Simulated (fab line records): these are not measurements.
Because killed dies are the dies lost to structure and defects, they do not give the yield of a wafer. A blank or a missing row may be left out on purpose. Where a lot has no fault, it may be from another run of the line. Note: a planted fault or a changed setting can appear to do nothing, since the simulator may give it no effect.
fab line records | flow n5Finfet
record lots=7 | wafers=21
route steps=1938 shown GATE_CUT@510 MOL_CONTACT_COAG@565 BEOL_M0_SAQP@633 BEOL_M0_CUTY@701 BEOL_M0@720 BEOL_M1@800 BEOL_M2@846
startH: hours from the record's opening day to when the first of the lot's shown wafers began | waitH: hours since the lot's step before | " the same as in the row above | L1.1+2: a row that stands for several wafers | - either no value or no given start | * or withheld: withheld | < > ~ a bound
route shown NAME@n: a module of which the file shows steps, and the number in the route of the first | usual: mean and standard deviation over wafers with no fault | same: alike in all rows | chamber/n: place in a boat | sites: the reading at each site | _std_site: their standard deviation | _edge_site: mean of outer sites minus mean of inner sites | radiusMm: for every site, how far away it sits from the centre of the wafer | mask NAME#n: copy n | behind: the most recent tool/chamber to have shaped the wafer | hold: what put the lot on hold/how long, in hours/how the hold closed | device: the transistor (n, p or np) that didn't switch | end of line: tests of these same wafers at the route's end | where a step has no rows: the recipe by itself | killed: the dies lost at the first sort to structure and to defects; this is not the yield of the wafer | map: per-die view of a wafer (x killed, . not killed, _ where there is no die)
set.NAME: the setting that was run; set.NAME@STEP: the one run at that earlier step | model.NAME: the simulator's own value behind a step, which no gauge read
one table per step and one row per wafer, for lots whose settings were changed on purpose
## steps
# step N5_GATE_CUT_ALD_22
# recipe material=SiNx | targetThkA=160 | tempC=400 | aldPrecursorFamily=SiH2I2 | aldCoReactant=N2/H2-plasma | pulseTimeS=1 | aldCycles=320 | purgeTimeS=2 | coReactantPurgeTimeS=2 | pressureTorr=2
lot.wafer  | tool      | chamber | startH | waitH | set.aldCycles | model.SiNx_of_GATE_CUT_ALD_22.thkNm
L076.2+6   | aldSin-01 | 1,3     | 99.04  | 1.2   | 320           | 16
L076.4     | "         | 0       | "      | "     | 320           | 16.2
L077.2     | aldSin-01 | 0       | 101.81 | 0.0   | 320           | 16
L077.3+5   | "         | 2,0     | "      | "     | 300           | 15
L078.1+3   | aldSin-03 | 0,3     | 107.22 | 0.0   | 320           | 16
L078.5     | "         | 1       | "      | "     | 294           | 14.8
L079.3+4+6 | aldSin-03 | 0,2,2   | 114.31 | 0.0   | 320           | 16
L083.2+6   | aldSin-01 | 2,1     | 140.36 | 0.0   | 287           | 14.4
L083.3     | "         | 0       | "      | "     | 320           | 16.2
L093.2+6   | aldSin-03 | 0,2     | 200.79 | 0.0   | 348           | 17.2
L093.4     | "         | 2       | "      | "     | 320           | 16
L096.2     | aldSin-03 | 3       | 217.00 | 0.2   | 320           | 16
L096.3+6   | "         | 0,1     | "      | "     | 275           | 13.8
# step N5_MOL_CONTACT_COAG_COAT_76
# recipe resist=SiARC | tempC=220 | timeS=60 | spinRpm=1500 | resistThkNm=10
lot.wafer  | tool          | chamber | startH | waitH | set.spinRpm | model.SiARC_of_MOL_CONTACT_COAG_COAT_76.thkNm
L076.2+4   | lithoTrack-01 | 0       | -      | -     | 1500        | 10
L076.6     | "             | 0       | "      | "     | 1360        | 10.6
L077.2+3+5 | lithoTrack-03 | 0       | -      | -     | 1500        | 10
L078.1+5   | lithoTrack-01 | 0       | -      | -     | 1500        | 10
L078.3     | "             | 0       | "      | "     | 1642        | 9.6
L079.3+4+6 | lithoTrack-03 | 0       | -      | -     | 1500        | 10
L083.2+3+6 | lithoTrack-02 | 0       | -      | -     | 1500        | 10
L093.2+4   | lithoTrack-01 | 0       | -      | -     | 1500        | 10
L093.6     | "             | 0       | "      | "     | 1543        | 9.8
L096.2+3+6 | lithoTrack-03 | 0       | -      | -     | 1500        | 10
# step N5_MOL_CONTACT_COAG_COAT_77
# recipe resist=underlayer | tempC=205 | timeS=60 | spinRpm=1500 | resistThkNm=10
# step N5_MOL_CONTACT_COAG_COAT_78
# recipe resist=CAR-EUV | spinRpm=1500 | resistThkNm=40
# step N5_MOL_CONTACT_COAG_DESCUM_88
# recipe chemistry=O2 | timeS=7 | sourcePowerW=50 | biasPowerW=20 | pressureMtorr=20 | rfFrequencyHz=2.712e+07 | tempC=40 | resist=CAR-EUV | o2FlowSccm=225
# step N5_MOL_CONTACT_COAG_ETCH_89
# recipe chemistry=N2/H2 | target=underlayer | targetDepthA=130 | maskMaterial=CAR-EUV | timeS=10.4 | ionEnergyEv=200 | pressureMtorr=30 | sourceW=840 | biasW=150 | n2FlowSccm=200 | h2FlowSccm=200 | ends=cleared
# step N5_MOL_CONTACT_COAG_ETCH_90
# recipe chemistry=CF4 | target=SiARC | targetDepthA=130 | maskMaterial=CAR-EUV | timeS=21.7 | ionEnergyEv=80 | pressureMtorr=40 | sourceW=545 | biasW=36 | Ar_flow_sccm=100 | cf4FlowSccm=100 | ends=cleared
lot.wafer | tool       | chamber | startH | waitH | set.spinRpm@MOL_CONTACT_COAG_COAT_76 | model.etch.depthNm
L076.2+4  | rieDiel-01 | 0,3     | 114.02 | 0.0   | 1500                                 | 10.04
L076.6    | "          | 2       | "      | "     | 1360                                 | 10.54
L077.2    | rieDiel-05 | 3       | 114.77 | 0.0   | 1500                                 | 10.06
L077.3    | "          | 2       | "      | "     | 1500                                 | 10.01
L077.5    | "          | 1       | "      | "     | 1500                                 | 10.02
L078.1    | rieDiel-05 | 0       | 119.75 | 0.0   | 1500                                 | 10.07
L078.3    | "          | 2       | "      | "     | 1642                                 | 9.609
L078.5    | "          | 2       | "      | "     | 1500                                 | 10.04
L079.3+4  | rieDiel-01 | 1,3     | 131.96 | 0.0   | 1500                                 | 10.02
L079.6    | "          | 2       | "      | "     | 1500                                 | 10.03
L083.2    | rieDiel-05 | 2       | 154.08 | 0.0   | 1500                                 | 9.95
L083.3    | "          | 0       | "      | "     | 1500                                 | 9.978
L083.6    | "          | 0       | "      | "     | 1500                                 | 9.991
L093.2    | rieDiel-05 | 3       | 214.64 | 0.0   | 1500                                 | 9.977
L093.4    | "          | 3       | "      | "     | 1500                                 | 9.948
L093.6    | "          | 1       | "      | "     | 1543                                 | 9.815
L096.2    | rieDiel-01 | 0       | 230.77 | 0.0   | 1500                                 | 9.995
L096.3+6  | "          | 2,1     | "      | "     | 1500                                 | 10.04
# step N5_BEOL_M0_SAQP_ILD_DEP_01
# recipe material=SiOC | targetThkA=454.19 | tempC=350 | precursor=DEMS/O2 | pressureTorr=5 | rfW=500 | timeS=8.7
lot.wafer | tool     | chamber | startH | waitH | set.timeS | model.SiOC_of_BEOL_M0_SAQP_ILD_DEP_01.thkNm
L076.2    | pecvd-03 | 0       | 120.74 | 0.0   | 8.7       | 45.4
L076.4    | "        | 2       | "      | "     | 7.395     | 38.8
L076.6    | "        | 0       | "      | "     | 8.7       | 45.8
L077.2    | pecvd-01 | 0       | 123.74 | 0.0   | 8.7       | 44.6
L077.3    | "        | 2       | "      | "     | 8.7       | 45.6
L077.5    | "        | 2       | "      | "     | 8.7       | 45.8
L078.1    | pecvd-03 | 0       | 126.74 | 0.0   | 8.7       | 45.4
L078.3    | "        | 1       | "      | "     | 8.7       | 45.2
L078.5    | "        | 2       | "      | "     | 7.538     | 39.8
L079.3    | pecvd-02 | 2       | 138.27 | 0.0   | 8.7       | 45
L079.4+6  | "        | 0,2     | "      | "     | 8.7       | 45.8
L083.2    | pecvd-03 | 0       | 160.48 | 0.0   | 9.271     | 47.4
L083.3    | "        | 2       | "      | "     | 8.7       | 45
L083.6    | "        | 0       | "      | "     | 9.271     | 48.6
L093.2    | pecvd-03 | 1       | 221.00 | 0.0   | 8.7       | 44.6
L093.4    | "        | 0       | "      | "     | 9.295     | 48.8
L093.6    | "        | 1       | "      | "     | 8.7       | 45.2
L096.2    | pecvd-02 | 2       | 237.57 | 0.0   | 9.429     | 48.6
L096.3    | "        | 1       | "      | "     | 9.429     | 48.8
L096.6    | "        | 0       | "      | "     | 9.429     | 49.6
# step N5_BEOL_M0_SAQP_COAT_69
# recipe resist=SOC | tempC=250 | timeS=60 | spinRpm=1500 | resistThkNm=90
lot.wafer | tool          | chamber | startH | waitH | set.spinRpm | model.SOC_of_BEOL_M0_SAQP_COAT_69.thkNm
L076.2    | lithoTrack-01 | 0       | 126.40 | 0.0   | 1500        | 90.6
L076.4+6  | "             | 0       | "      | "     | 1500        | 90.4
L077.2    | lithoTrack-05 | 0       | 134.01 | 0.0   | 1349        | 94.6
L077.3    | "             | 0       | "      | "     | 1349        | 95
L077.5    | "             | 0       | "      | "     | 1500        | 90
L078.1    | lithoTrack-05 | 0       | 134.53 | 0.0   | 1546        | 88.6
L078.3    | "             | 0       | "      | "     | 1500        | 89.8
L078.5    | "             | 0       | "      | "     | 1546        | 88.4
L079.3+4  | lithoTrack-04 | 0       | 143.18 | 0.0   | 1500        | 90
L079.6    | "             | 0       | "      | "     | 1500        | 89.8
L083.2+3  | lithoTrack-01 | 0       | 165.64 | 0.0   | 1500        | 90.4
L083.6    | "             | 0       | "      | "     | 1500        | 90.2
L093.2    | lithoTrack-04 | 0       | 228.01 | 0.0   | 1500        | 90.2
L093.4+6  | "             | 0       | "      | "     | 1500        | 90.4
L096.2    | lithoTrack-04 | 0       | 243.97 | 0.0   | 1571        | 88
L096.3    | "             | 0       | "      | "     | 1571        | 88.2
L096.6    | "             | 0       | "      | "     | 1500        | 90.2
# step N5_BEOL_M0_SAQP_COAT_87
# recipe resist=underlayer | tempC=205 | timeS=60 | spinRpm=1500 | resistThkNm=5
lot.wafer  | tool          | chamber | startH | waitH | set.tempC
L076.2+6   | lithoTrack-01 | 0       | -      | -     | 213.8
L076.4     | "             | 0       | "      | "     | 205
L077.2+5   | lithoTrack-05 | 0       | -      | -     | 209.2
L077.3     | "             | 0       | "      | "     | 205
L078.1+3+5 | lithoTrack-05 | 0       | -      | -     | 205
L079.3+4+6 | lithoTrack-04 | 0       | -      | -     | 205
L083.2     | lithoTrack-01 | 0       | -      | -     | 205
L083.3+6   | "             | 0       | "      | "     | 212.4
L093.2+6   | lithoTrack-04 | 0       | -      | -     | 209
L093.4     | "             | 0       | "      | "     | 205
L096.2+3   | lithoTrack-04 | 0       | -      | -     | 211.9
L096.6     | "             | 0       | "      | "     | 205
# step N5_BEOL_M0_SAQP_COAT_34
# recipe resist=CAR-EUV | spinRpm=1500 | resistThkNm=30
# step N5_BEOL_M0_SAQP_EBR_36
# recipe solvent=PGMEA | ebrWidthMm=1.5
# step N5_BEOL_M0_SAQP_STRIP_89
# recipe chemistry=N2/H2 | tempC=40 | n2FlowSccm=200 | h2FlowSccm=200 | rfFrequencyHz=6e+07
# step N5_BEOL_M0_SAQP_ALD_48
# recipe material=SiO2 | targetThkA=200 | tempC=100 | aldPrecursorFamily=BDEAS | aldCoReactant=O2-plasma | pulseTimeS=1 | coReactantPulseTimeS=1 | purgeTimeS=2 | coReactantPurgeTimeS=2 | aldCycles=139 | pressureTorr=2
# step N5_BEOL_M0_SAQP_ETCH_49
# recipe chemistry=CF4/O2 | targetDepthA=370 | target=SiO2 | pressureMtorr=40 | sourceW=535 | biasW=49 | Ar_flow_sccm=100 | cf4FlowSccm=100 | O2_flow_sccm=10 | ionEnergyEv=100
lot.wafer | tool       | chamber | startH | waitH | set.spinRpm@BEOL_M0_SAQP_COAT_69 | model.SOC_of_BEOL_M0_SAQP_COAT_69.thkNm
L076.2+6  | rieDiel-04 | 2       | 127.73 | 0.3   | 1500                             | 71.2
L076.4    | "          | 1       | "      | "     | 1500                             | 71.4
L077.2    | rieDiel-03 | 0       | 135.40 | 0.3   | 1349                             | 75.2
L077.3    | "          | 1       | "      | "     | 1349                             | 75.4
L077.5    | "          | 2       | "      | "     | 1500                             | 70.6
L078.1    | rieDiel-03 | 2       | 136.02 | 0.4   | 1546                             | 69.4
L078.3    | "          | 3       | "      | "     | 1500                             | 71
L078.5    | "          | 1       | "      | "     | 1546                             | 69.2
L079.3+6  | rieDiel-04 | 2,3     | 144.44 | 0.3   | 1500                             | 70.8
L079.4    | "          | 0       | "      | "     | 1500                             | 70.6
L083.2+6  | rieDiel-02 | 3,2     | 166.97 | 0.3   | 1500                             | 71.2
L083.3    | "          | 0       | "      | "     | 1500                             | 70.8
L093.2    | rieDiel-03 | 1       | 229.47 | 0.3   | 1500                             | 70.8
L093.4    | "          | 3       | "      | "     | 1500                             | 71.4
L093.6    | "          | 2       | "      | "     | 1500                             | 71
L096.2    | rieDiel-03 | 1       | 246.03 | 0.3   | 1571                             | 68.8
L096.3    | "          | 3       | "      | "     | 1571                             | 69.2
L096.6    | "          | 3       | "      | "     | 1500                             | 71.4
# step N5_BEOL_M0_SAQP_STRIP_75
# recipe chemistry=CF4 | resist=SiARC | powerW=300 | biasPowerW=75 | pressureMtorr=50 | cf4FlowSccm=150 | rfFrequencyHz=6e+07
# step N5_BEOL_M0_CUTY_COAT_50
# recipe resist=SiARC | tempC=220 | timeS=60 | spinRpm=1500 | resistThkNm=15
# step N5_BEOL_M0_CUTY_DESCUM_61
# recipe chemistry=O2 | timeS=7.9 | sourcePowerW=50 | biasPowerW=20 | pressureMtorr=20 | rfFrequencyHz=2.712e+07 | tempC=40 | resist=CAR-ArF-block | o2FlowSccm=225
# step N5_BEOL_M0_CUTY_ETCH_62
# recipe chemistry=CF4 | target=SiARC | maskMaterial=CAR-ArF-block | timeS=58.5 | ionEnergyEv=80 | pressureMtorr=40 | sourceW=545 | biasW=36 | Ar_flow_sccm=100 | cf4FlowSccm=100 | ends=cleared
# step N5_BEOL_M0_CUTY_ETCH_63
# recipe chemistry=N2/H2 | target=SOC | targetDepthA=827 | overetchA=165 | maskMaterial=SiARC | tempC=40 | ionEnergyEv=200 | timeS=124 | pressureMtorr=30 | sourceW=840 | biasW=150 | n2FlowSccm=200 | h2FlowSccm=200
lot.wafer | tool       | chamber | startH | waitH | set.spinRpm@BEOL_M0_SAQP_COAT_69 | model.etch.depthNm
L076.2    | rieDiel-01 | 1       | 128.56 | 0.0   | 1500                             | 71.21
L076.4    | "          | 0       | "      | "     | 1500                             | 71.34
L076.6    | "          | 1       | "      | "     | 1500                             | 71.12
L077.2    | rieDiel-01 | 3       | 136.09 | 0.0   | 1349                             | 75.27
L077.3    | "          | 2       | "      | "     | 1349                             | 75.5
L077.5    | "          | 3       | "      | "     | 1500                             | 70.65
L078.1    | rieDiel-05 | 1       | 136.56 | 0.0   | 1546                             | 69.32
L078.3    | "          | 0       | "      | "     | 1500                             | 71.03
L078.5    | "          | 0       | "      | "     | 1546                             | 69.28
L079.3    | rieDiel-01 | 0       | 144.98 | 0.0   | 1500                             | 70.75
L079.4    | "          | 2       | "      | "     | 1500                             | 70.57
L079.6    | "          | 0       | "      | "     | 1500                             | 70.78
L083.2    | rieDiel-01 | 2       | 167.63 | 0.0   | 1500                             | 71.17
L083.3    | "          | 0       | "      | "     | 1500                             | 70.85
L083.6    | "          | 1       | "      | "     | 1500                             | 71.14
L093.2    | rieDiel-05 | 2       | 230.59 | 0.0   | 1500                             | 70.79
L093.4    | "          | 1       | "      | "     | 1500                             | 71.48
L093.6    | "          | 3       | "      | "     | 1500                             | 71.1
L096.2    | rieDiel-06 | 1       | 246.69 | 0.0   | 1571                             | 68.76
L096.3    | "          | 3       | "      | "     | 1571                             | 69.26
L096.6    | "          | 3       | "      | "     | 1500                             | 71.4
# step N5_BEOL_M0_ETCH_128
# recipe chemistry=CF4/N2 | targetDepthA=120 | overetchA=51 | target=SiCN | timeS=21.4 | ionEnergyEv=150 | pressureMtorr=40 | sourceW=430 | biasW=70 | Ar_flow_sccm=100 | cf4FlowSccm=60 | n2FlowSccm=60
# usual rfVppV=382.9/1.6
lot.wafer | tool       | chamber | startH | waitH | set.sourceW | rfVppV
L076.2    | rieDiel-06 | 3       | 135.75 | 0.5   | 395.1       | 392.9
L076.4    | "          | 2       | "      | "     | 395.1       | 395.6
L076.6    | "          | 2       | "      | "     | 430         | 383.7
L077.2    | rieDiel-05 | 0       | 138.45 | 0.2   | 430         | 379.7
L077.3    | "          | 2       | "      | "     | 430         | 384.4
L077.5    | "          | 1       | "      | "     | 430         | 385.8
L078.1    | rieDiel-01 | 3       | 138.56 | 0.0   | 399.4       | 392.7
L078.3    | "          | 2       | "      | "     | 399.4       | 392.7
L078.5    | "          | 0       | "      | "     | 430         | 380.6
L079.3    | rieDiel-01 | 0       | 147.78 | 0.1   | 430         | 381.3
L079.4    | "          | 0       | "      | "     | 430         | 379.9
L079.6    | "          | 2       | "      | "     | 430         | 384.1
L083.2    | rieDiel-01 | 3       | 168.68 | 0.3   | 430         | 384.0
L083.3    | "          | 1       | "      | "     | 430         | 381.1
L083.6    | "          | 0       | "      | "     | 381.8       | 396.7
L093.2    | rieDiel-05 | 3       | 231.85 | 0.1   | 430         | 385.3
L093.4    | "          | 1       | "      | "     | 430         | 382.8
L093.6    | "          | 2       | "      | "     | 430         | 384.0
L096.2    | rieDiel-01 | 3       | 253.46 | 0.0   | 430         | 385.2
L096.3    | "          | 0       | "      | "     | 379.1       | 398.1
L096.6    | "          | 1       | "      | "     | 430         | 379.4
# step N5_BEOL_M0_TRENCH_ETCH_107
# recipe chemistry=C4F6/O2 | targetDepthA=328 | target=SiOC | timeS=16.4 | ionEnergyEv=250 | pressureMtorr=30 | sourceW=355 | biasW=185 | Ar_flow_sccm=300 | C4F6_flow_sccm=10 | O2_flow_sccm=10
lot.wafer | tool       | chamber | startH | waitH | set.targetDepthA | model.BEOL_M0.featureDepthNm
L076.2    | rieDiel-06 | 3       | 135.80 | 0.0   | 328              | 33
L076.4    | "          | 2       | "      | "     | 304.8            | 30.4
L076.6    | "          | 2       | "      | "     | 304.8            | 30.2
L077.2    | rieDiel-05 | 0       | 138.49 | 0.0   | 312.1            | 31.2
L077.3    | "          | 2       | "      | "     | 328              | 32.6
L077.5    | "          | 1       | "      | "     | 328              | 33
L078.1    | rieDiel-01 | 3       | 138.60 | 0.0   | 302              | 31.2
L078.3    | "          | 2       | "      | "     | 328              | 32.6
L078.5    | "          | 0       | "      | "     | 328              | 32.8
L079.3    | rieDiel-01 | 0       | 147.83 | 0.0   | 328              | 32.4
L079.4+6  | "          | 0,2     | "      | "     | 328              | 32.6
L083.2    | rieDiel-01 | 3       | 168.72 | 0.0   | 328              | 33.4
L083.3    | "          | 1       | "      | "     | 299.8            | 30.6
L083.6    | "          | 0       | "      | "     | 299.8            | 29.6
L093.2    | rieDiel-05 | 3       | 231.89 | 0.0   | 328              | 33
L093.4    | "          | 1       | "      | "     | 359.2            | 35.8
L093.6    | "          | 2       | "      | "     | 359.2            | 35.6
L096.2    | rieDiel-01 | 3       | 253.50 | 0.0   | 350.9            | 35
L096.3    | "          | 0       | "      | "     | 328              | 32
L096.6    | "          | 1       | "      | "     | 350.9            | 35.2
# step N5_BEOL_M0_STRIP_142
# recipe chemistry=N2/H2 | timeS=10 | powerW=450 | tempC=40 | pressureMtorr=20 | rfFrequencyHz=6e+07 | biasPowerW=7 | n2FlowSccm=200 | h2FlowSccm=200
# step N5_BEOL_M0_OCD_MEAS_108
# usual trenchDepthNm=32.6/0.52
lot.wafer | tool   | chamber | startH | waitH | set.targetDepthA@BEOL_M0_TRENCH_ETCH_107 | trenchDepthNm
L076.2    | ocd-01 | -       | 135.90 | 0.1   | 328                                      | 32.7
L076.4    | "      | -       | "      | "     | 304.8                                    | 30.6
L076.6    | "      | -       | "      | "     | 304.8                                    | 30.0
L077.2    | ocd-01 | -       | 138.61 | 0.1   | 312.1                                    | 31.2
L077.3    | "      | -       | "      | "     | 328                                      | 32.3
L077.5    | "      | -       | "      | "     | 328                                      | 32.3
L078.1    | ocd-02 | -       | 138.70 | 0.1   | 302                                      | 31.5
L078.3    | "      | -       | "      | "     | 328                                      | 32.8
L078.5    | "      | -       | "      | "     | 328                                      | 32.5
L079.3    | ocd-01 | -       | 147.93 | 0.1   | 328                                      | 31.6
L079.4    | "      | -       | "      | "     | 328                                      | 32.1
L079.6    | "      | -       | "      | "     | 328                                      | 32.5
L083.2    | ocd-02 | -       | 168.83 | 0.1   | 328                                      | 33.2
L083.3    | "      | -       | "      | "     | 299.8                                    | 30.6
L083.6    | "      | -       | "      | "     | 299.8                                    | 30.1
L093.2    | ocd-02 | -       | 232.00 | 0.1   | 328                                      | 32.7
L093.4    | "      | -       | "      | "     | 359.2                                    | 36.6
L093.6    | "      | -       | "      | "     | 359.2                                    | 35.7
L096.2    | ocd-01 | -       | 253.61 | 0.1   | 350.9                                    | 35.0
L096.3    | "      | -       | "      | "     | 328                                      | 31.8
L096.6    | "      | -       | "      | "     | 350.9                                    | 35.6
# step N5_BEOL_M1_TRENCH_ETCH_37
# recipe chemistry=C4F6/O2 | targetDepthA=552.07 | target=SiOC | timeS=29 | ionEnergyEv=250 | pressureMtorr=30 | sourceW=355 | biasW=185 | Ar_flow_sccm=300 | C4F6_flow_sccm=10 | O2_flow_sccm=10
# usual rfVppV=668/7.5
lot.wafer | tool       | chamber | startH | waitH | set.sourceW | rfVppV | model.etch.depthNm | model.BEOL_M1.featureDepthNm
L076.2    | rieDiel-03 | 1       | -      | -     | 355         | 664    | 54.75              | 54.8
L076.4    | "          | 2       | "      | "     | 392.4       | 628    | 56.69              | 56.6
L076.6    | "          | 2       | "      | "     | 355         | 660    | 53.85              | 53.8
L077.2    | rieDiel-02 | 1       | -      | -     | 355         | 662    | 54.21              | 54.2
L077.3    | "          | 2       | "      | "     | 355         | 664    | 53.46              | 53.4
L077.5    | "          | 0       | "      | "     | 355         | 678    | 55.02              | 55
L078.1    | rieDiel-04 | 3       | -      | -     | 404.9       | 634    | 59                 | 59
L078.3    | "          | 1       | "      | "     | 404.9       | 618    | 58.52              | 58.6
L078.5    | "          | 3       | "      | "     | 355         | 677    | 56.42              | 56.4
L079.3    | rieDiel-02 | 0       | -      | -     | 355         | 678    | 55.33              | 55.4
L079.4    | "          | 1       | "      | "     | 355         | 662    | 54.03              | 54
L079.6    | "          | 0       | "      | "     | 355         | 678    | 55.21              | 55.2
L083.2    | rieDiel-04 | 1       | -      | -     | 355         | 661    | 55.53              | 55.6
L083.3    | "          | 3       | "      | "     | 355         | 678    | 55.42              | 55.4
L083.6    | "          | 1       | "      | "     | 355         | 660    | 55.1               | 55
L093.2    | rieDiel-02 | 2       | -      | -     | 292.5       | 732    | 49.32              | 49.4
L093.4    | "          | 1       | "      | "     | 292.5       | 732    | 49.27              | 49.2
L093.6    | "          | 0       | "      | "     | 355         | 677    | 54.85              | 54.8
L096.2    | rieDiel-04 | 1       | -      | -     | 355         | 660    | 55.35              | 55.4
L096.3    | "          | 0       | "      | "     | 355         | 676    | 56.6               | 56.6
L096.6    | "          | 3       | "      | "     | 355         | 677    | 55.47              | 55.4
# step N5_BEOL_M1_ETCH_41
# recipe chemistry=CH3F/O2 | target=SiCN | targetDepthA=319 | taperDeg=2 | timeS=57.8 | ionEnergyEv=120 | maskMaterial=TiN | pressureMtorr=30 | sourceW=395 | biasW=75 | Ar_flow_sccm=150 | CH3F_flow_sccm=30 | O2_flow_sccm=20
# step N5_BEOL_M1_STRIP_97
# recipe chemistry=N2/H2 | timeS=10 | powerW=450 | tempC=40 | pressureMtorr=20 | rfFrequencyHz=6e+07 | biasPowerW=7 | n2FlowSccm=200 | h2FlowSccm=200
# step N5_BEOL_M1_OCD_MEAS_38
# usual trenchDepthNm=55.0/0.93
lot.wafer | tool   | chamber | startH | waitH | set.sourceW@BEOL_M1_TRENCH_ETCH_37 | trenchDepthNm
L076.2    | ocd-02 | -       | 149.95 | -     | 355                                | 54.5
L076.4    | "      | -       | "      | "     | 392.4                              | 57.0
L076.6    | "      | -       | "      | "     | 355                                | 53.8
L077.2    | ocd-01 | -       | 154.06 | -     | 355                                | 54.9
L077.3    | "      | -       | "      | "     | 355                                | 53.3
L077.5    | "      | -       | "      | "     | 355                                | 54.8
L078.1    | ocd-02 | -       | 154.09 | -     | 404.9                              | 58.8
L078.3    | "      | -       | "      | "     | 404.9                              | 58.7
L078.5    | "      | -       | "      | "     | 355                                | 56.8
L079.3    | ocd-01 | -       | 160.67 | -     | 355                                | 55.6
L079.4    | "      | -       | "      | "     | 355                                | 54.0
L079.6    | "      | -       | "      | "     | 355                                | 55.3
L083.2    | ocd-02 | -       | 182.26 | -     | 355                                | 55.5
L083.3    | "      | -       | "      | "     | 355                                | 55.7
L083.6    | "      | -       | "      | "     | 355                                | 54.9
L093.2    | ocd-01 | -       | 240.29 | -     | 292.5                              | 48.9
L093.4    | "      | -       | "      | "     | 292.5                              | 49.2
L093.6    | "      | -       | "      | "     | 355                                | 55.4
L096.2    | ocd-01 | -       | 264.82 | -     | 355                                | 55.4
L096.3    | "      | -       | "      | "     | 355                                | 56.6
L096.6    | "      | -       | "      | "     | 355                                | 55.4
# step N5_BEOL_M2_COAT_62
# recipe resist=SiARC | tempC=220 | timeS=60 | spinRpm=1500 | resistThkNm=12
lot.wafer  | tool          | chamber | startH | waitH | set.spinRpm | model.SiARC_of_BEOL_M2_COAT_62.thkNm
L076.2+4+6 | lithoTrack-05 | 0       | -      | -     | 1500        | 12
L077.2+3   | lithoTrack-04 | 0       | -      | -     | 1500        | 12
L077.5     | "             | 0       | "      | "     | 1382        | 12.6
L078.1+5   | lithoTrack-04 | 0       | -      | -     | 1656        | 11.4
L078.3     | "             | 0       | "      | "     | 1500        | 12
L079.3+4+6 | lithoTrack-04 | 0       | -      | -     | 1500        | 12
L083.2+6   | lithoTrack-04 | 0       | -      | -     | 1500        | 12
L083.3     | "             | 0       | "      | "     | 1435        | 12.4
L093.2+4   | lithoTrack-03 | 0       | -      | -     | 1500        | 12
L093.6     | "             | 0       | "      | "     | 1445        | 12.2
L096.2     | lithoTrack-03 | 0       | -      | -     | 1446        | 12.2
L096.3+6   | "             | 0       | "      | "     | 1500        | 12
## key
split step=N5_GATE_CUT_ALD_22 | setting=aldCycles | stated=320 | by=wafer
response step=N5_GATE_CUT_ALD_22 | reading=model.SiNx_of_GATE_CUT_ALD_22.thkNm | change=+0.156 | per=1% | r=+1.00
split step=N5_MOL_CONTACT_COAG_COAT_76 | setting=spinRpm | stated=1500 | by=wafer
response step=N5_MOL_CONTACT_COAG_COAT_76 | reading=model.SiARC_of_MOL_CONTACT_COAG_COAT_76.thkNm | change=-0.0539 | per=1% | r=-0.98
response step=N5_MOL_CONTACT_COAG_ETCH_90 | reading=model.etch.depthNm | change=-0.0503 | per=1% | r=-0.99
split step=N5_BEOL_M0_SAQP_ILD_DEP_01 | setting=timeS | stated=8.7 | by=wafer
response step=N5_BEOL_M0_SAQP_ILD_DEP_01 | reading=model.SiOC_of_BEOL_M0_SAQP_ILD_DEP_01.thkNm | change=+0.45 | per=1% | r=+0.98
split step=N5_BEOL_M0_SAQP_COAT_69 | setting=spinRpm | stated=1500 | by=wafer
response step=N5_BEOL_M0_SAQP_COAT_69 | reading=model.SOC_of_BEOL_M0_SAQP_COAT_69.thkNm | change=-0.468 | per=1% | r=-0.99
response step=N5_BEOL_M0_SAQP_ETCH_49 | reading=model.SOC_of_BEOL_M0_SAQP_COAT_69.thkNm | change=-0.48 | per=1% | r=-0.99
response step=N5_BEOL_M0_CUTY_ETCH_63 | reading=model.etch.depthNm | change=-0.483 | per=1% | r=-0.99
split step=N5_BEOL_M0_SAQP_COAT_87 | setting=tempC | stated=205 | by=wafer
response none clear
split step=N5_BEOL_M0_ETCH_128 | setting=sourceW | stated=430 | by=wafer
response step=N5_BEOL_M0_ETCH_128 | reading=rfVppV | change=-1.35 | per=1% | r=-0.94
split step=N5_BEOL_M0_TRENCH_ETCH_107 | setting=targetDepthA | stated=328 | by=wafer
response step=N5_BEOL_M0_TRENCH_ETCH_107 | reading=model.BEOL_M0.featureDepthNm | change=+0.327 | per=1% | r=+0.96
response step=N5_BEOL_M0_OCD_MEAS_108 | reading=trenchDepthNm | change=+0.327 | per=1% | r=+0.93
split step=N5_BEOL_M1_TRENCH_ETCH_37 | setting=sourceW | stated=355 | by=wafer
response step=N5_BEOL_M1_TRENCH_ETCH_37 | reading=rfVppV | change=-3.29 | per=1% | r=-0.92
response step=N5_BEOL_M1_TRENCH_ETCH_37 | reading=model.etch.depthNm | change=+0.252 | per=1% | r=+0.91
response step=N5_BEOL_M1_TRENCH_ETCH_37 | reading=model.BEOL_M1.featureDepthNm | change=+0.25 | per=1% | r=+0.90
response step=N5_BEOL_M1_OCD_MEAS_38 | reading=trenchDepthNm | change=+0.27 | per=1% | r=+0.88
split step=N5_BEOL_M2_COAT_62 | setting=spinRpm | stated=1500 | by=wafer
response step=N5_BEOL_M2_COAT_62 | reading=model.SiARC_of_BEOL_M2_COAT_62.thkNm | change=-0.0657 | per=1% | r=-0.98
